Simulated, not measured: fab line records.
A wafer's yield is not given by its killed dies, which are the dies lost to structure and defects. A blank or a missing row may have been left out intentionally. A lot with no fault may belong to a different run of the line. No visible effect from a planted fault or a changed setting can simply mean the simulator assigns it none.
Split-lot trial | flow n5Finfet | on a route of 1938 steps: 7 lots, 39 wafers read

## ABOUT THE SPLIT
At N5_FIN_SAQP_HM_DEP_03 (deposits SiNx from SiH4/NH3/N2, target thk 38 nm, time 33.6 s), the setting timeS was moved away from the recipe's 33.6 s on 15 of the 39 wafers read, by -32.7% to +47.7%. For the rest of the wafers, this setting stayed at what the recipe calls for.

## FROM THE SPLIT TO THE READING: what the file shows between them, 5 steps
- N5_FIN_SAQP_THK_MEAS_05
- N5_FIN_SAQP_PECVD_47: deposits a-Si from SiH4/He, target thk 45 nm, time 36.3 s
- N5_FIN_SAQP_PECVD_48: deposits SiNx from SiH4/NH3/N2, target thk 25 nm, time 22.1 s
- N5_FIN_SAQP_MANDREL2_REMOVE_60: chemistry HBr/Cl2/O2, target a-Si, stops on SiNx, bt time 10 s
- N5_FIN_SAQP_HM_OPEN_33: chemistry CH3F/O2, target SiNx, target depth 49.4 nm, time 70.6 s

## THE READING
SiNx_of_FIN_SAQP_HM_DEP_03.thkNm (the simulator's own value, which no gauge read), in nm, at N5_FIN_SAQP_ETCH_34 (etches SiO2 in C4F6/O2, target depth 45 nm, time 15 s). The file gives no usual value for it. The 24 wafers here that ran the recipe average 34.6 nm, standard deviation 0.47 nm.

wafer  | tool, chamber at the split | timeS as run, s | against the recipe | SiNx_of_FIN_SAQP_HM_DEP_03.thkNm, nm | against lot-mates on the recipe
L074.2 | pecvd-03, 0                | 33.6            | recipe             | 34.2                                 | -
L074.4 | pecvd-03, 1                | 33.6            | recipe             | 35                                   | -
L074.6 | pecvd-03, 0                | 33.6            | recipe             | 35.2                                 | -
L076.1 | pecvd-03, 0                | 48.14           | +43.3%             | 50.4                                 | +15.9
L076.2 | pecvd-03, 1                | 48.14           | +43.3%             | 50.4                                 | +15.9
L076.3 | pecvd-03, 1                | 33.6            | recipe             | 34.4                                 | -
L076.4 | pecvd-03, 0                | 48.14           | +43.3%             | 50.8                                 | +16.3
L076.5 | pecvd-03, 0                | 33.6            | recipe             | 34.6                                 | -
L076.6 | pecvd-03, 1                | 33.6            | recipe             | 34.6                                 | -
L086.1 | pecvd-02, 0                | 33.6            | recipe             | 34.6                                 | -
L086.2 | pecvd-02, 1                | 24.03           | -28.5%             | 23.4                                 | -11.3
L086.3 | pecvd-02, 2                | 24.03           | -28.5%             | 23.6                                 | -11.1
L086.4 | pecvd-02, 0                | 33.6            | recipe             | 35.2                                 | -
L086.5 | pecvd-02, 1                | 33.6            | recipe             | 34.2                                 | -
L086.6 | pecvd-02, 2                | 24.03           | -28.5%             | 24                                   | -10.7
L090.1 | pecvd-02, 1                | 48.32           | +43.8%             | 50                                   | +15.8
L090.2 | pecvd-02, 0                | 48.32           | +43.8%             | 49.8                                 | +15.6
L090.3 | pecvd-02, 0                | 48.32           | +43.8%             | 51                                   | +16.8
L090.4 | pecvd-02, 1                | 33.6            | recipe             | 34                                   | -
L090.5 | pecvd-02, 1                | 33.6            | recipe             | 34                                   | -
L090.6 | pecvd-02, 0                | 33.6            | recipe             | 34.6                                 | -
L092.1 | pecvd-03, 0                | 49.64           | +47.7%             | 52.6                                 | +17.8
L092.2 | pecvd-03, 2                | 33.6            | recipe             | 34.6                                 | -
L092.3 | pecvd-03, 0                | 49.64           | +47.7%             | 53.2                                 | +18.4
L092.4 | pecvd-03, 2                | 49.64           | +47.7%             | 53                                   | +18.2
L092.5 | pecvd-03, 2                | 33.6            | recipe             | 34.8                                 | -
L092.6 | pecvd-03, 0                | 33.6            | recipe             | 35                                   | -
L093.1 | pecvd-01, 1                | 33.6            | recipe             | 34.4                                 | -
L093.4 | pecvd-01, 0                | 33.6            | recipe             | 34.4                                 | -
L093.2 | pecvd-01, 0                | 33.6            | recipe             | 33.6                                 | -
L093.3 | pecvd-01, 2                | 33.6            | recipe             | 34.6                                 | -
L093.5 | pecvd-01, 1                | 33.6            | recipe             | 35                                   | -
L093.6 | pecvd-01, 2                | 33.6            | recipe             | 35.4                                 | -
L096.1 | pecvd-03, 1                | 33.6            | recipe             | 33.6                                 | -
L096.2 | pecvd-03, 2                | 22.62           | -32.7%             | 22.2                                 | -12.2
L096.3 | pecvd-03, 0                | 22.62           | -32.7%             | 22.2                                 | -12.2
L096.5 | pecvd-03, 0                | 22.62           | -32.7%             | 22.2                                 | -12.2
L096.4 | pecvd-03, 2                | 33.6            | recipe             | 35.2                                 | -
L096.6 | pecvd-03, 1                | 33.6            | recipe             | 34.4                                 | -

FIT RESULTS
A straight line over all 39 wafers: SiNx_of_FIN_SAQP_HM_DEP_03.thkNm changes by +0.374 nm for each +1% of timeS; r = +1.00; the points scatter about the line by 0.5 nm.
The same after taking each lot's own level away (the mean of its wafers on the recipe; 39 wafers): +0.374 nm for each +1%; r = +1.00; scatter 0.43 nm.
The reading moves by 18 nm for the largest change in timeS, on that fit.
Across the lots, their own levels run from 34.20 to 34.80 nm, a range of 1.3 times the standard deviation given above.
The two slopes agree, so the slope changes little with the lot-to-lot level.
Check: with one of the wafers moved furthest among these (+47.7%) left out of the fit, the line predicts +17.8 nm for it against its lot-mates. Against them it came out at +17.8 nm.

## OTHER SPLITS ON THESE WAFERS
Note: prior to the reading, these wafers also went through further splits. Each is held against what the fit with the lots' levels taken away leaves over:
other split on the same wafers | wafers away from the commonest value | r with SiNx_of_FIN_SAQP_HM_DEP_03.thkNm (lot level and that fit taken away)
N5_ZERO_LAYER_PECVD_02 timeS   | 18                                   | -0.14

## THE WHOLE CHAIN: every reading that the file lists as answering this split, in the file's order
step                    | what it does                                                      | reading                                                                           | change (the file's fit)               | r (the file's)
N5_FIN_SAQP_HM_DEP_03   | deposits SiNx from SiH4/NH3/N2, target thk 38 nm, time 33.6 s     | SiNx_of_FIN_SAQP_HM_DEP_03.thkNm (the simulator's own value, which no gauge read) | +0.375 nm for each +1% of the setting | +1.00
N5_FIN_SAQP_THK_MEAS_05 |                                                                   | thkNm                                                                             | withheld for each +1% of the setting  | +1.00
N5_FIN_SAQP_HM_OPEN_33  | chemistry CH3F/O2, target SiNx, target depth 49.4 nm, time 70.6 s | etchRfOnTimeS                                                                     | withheld for each +1% of the setting  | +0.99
N5_FIN_SAQP_HM_OPEN_33  | chemistry CH3F/O2, target SiNx, target depth 49.4 nm, time 70.6 s | etch.depthNm (the simulator's own value, which no gauge read)                     | +0.375 nm for each +1% of the setting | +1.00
N5_FIN_SAQP_ETCH_34     | etches SiO2 in C4F6/O2, target depth 45 nm, time 15 s             | SiNx_of_FIN_SAQP_HM_DEP_03.thkNm (the simulator's own value, which no gauge read) | +0.374 nm for each +1% of the setting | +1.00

## THE FILE'S OWN FIT
SiNx_of_FIN_SAQP_HM_DEP_03.thkNm changes by +0.374 nm for each +1% of timeS, r = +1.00.
